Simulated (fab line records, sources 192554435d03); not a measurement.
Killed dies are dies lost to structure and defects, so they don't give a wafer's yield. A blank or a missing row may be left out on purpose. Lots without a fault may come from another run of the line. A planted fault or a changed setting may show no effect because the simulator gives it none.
Chamber matching | flow n5_finfet | N5_GATE_CUT_STRIP_42 on rie_diel-02: 4 sister chambers
The step strips in O2. 4 wafers are shown with their chamber, then 8 later ones without.

WAFERS WITH THEIR CHAMBER
wafer  | chamber | showerhead_plenum_p_Torr (Torr)
L083.4 | 3       | 2.02
L089.2 | 0       | 2.10
L089.4 | 2       | 2.19
L090.2 | 1       | 2.01

WAFERS WITHOUT THEIR CHAMBER
wafer  | showerhead_plenum_p_Torr (Torr)
L090.3 | 2.10
L090.6 | 2.19
L096.2 | 2.19
L096.3 | 2.01
L096.5 | 2.19
L097.1 | 2.19
L097.2 | 2.01
L097.3 | 2.09

WHICH CHAMBER EACH WENT THROUGH
wafer  | from the rows above | in truth
L090.3 | 0                   | 0
L090.6 | 2                   | 2
L096.2 | 2                   | 2
L096.3 | 1                   | 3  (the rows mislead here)
L096.5 | 2                   | 2
L097.1 | 2                   | 2
L097.2 | 1                   | 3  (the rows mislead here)
L097.3 | 0                   | 0
Placed correctly: 6 of 8. Can't be placed from these rows: 0. Placed wrongly: 2.
How it was worked out, from the rows above alone: a wafer's distance from a chamber is the root of the sum, over the readings, of the square of ((its reading less the chamber's mean) divided by the reading's scatter). The wafer belongs to the nearest chamber; if the next one is less than 2 further off, it can't be placed. A chamber's mean is the mean of its shown wafers. The scatter: with one shown wafer a chamber, the root of the mean of the squares of how far each hidden wafer lies from its nearest shown one.
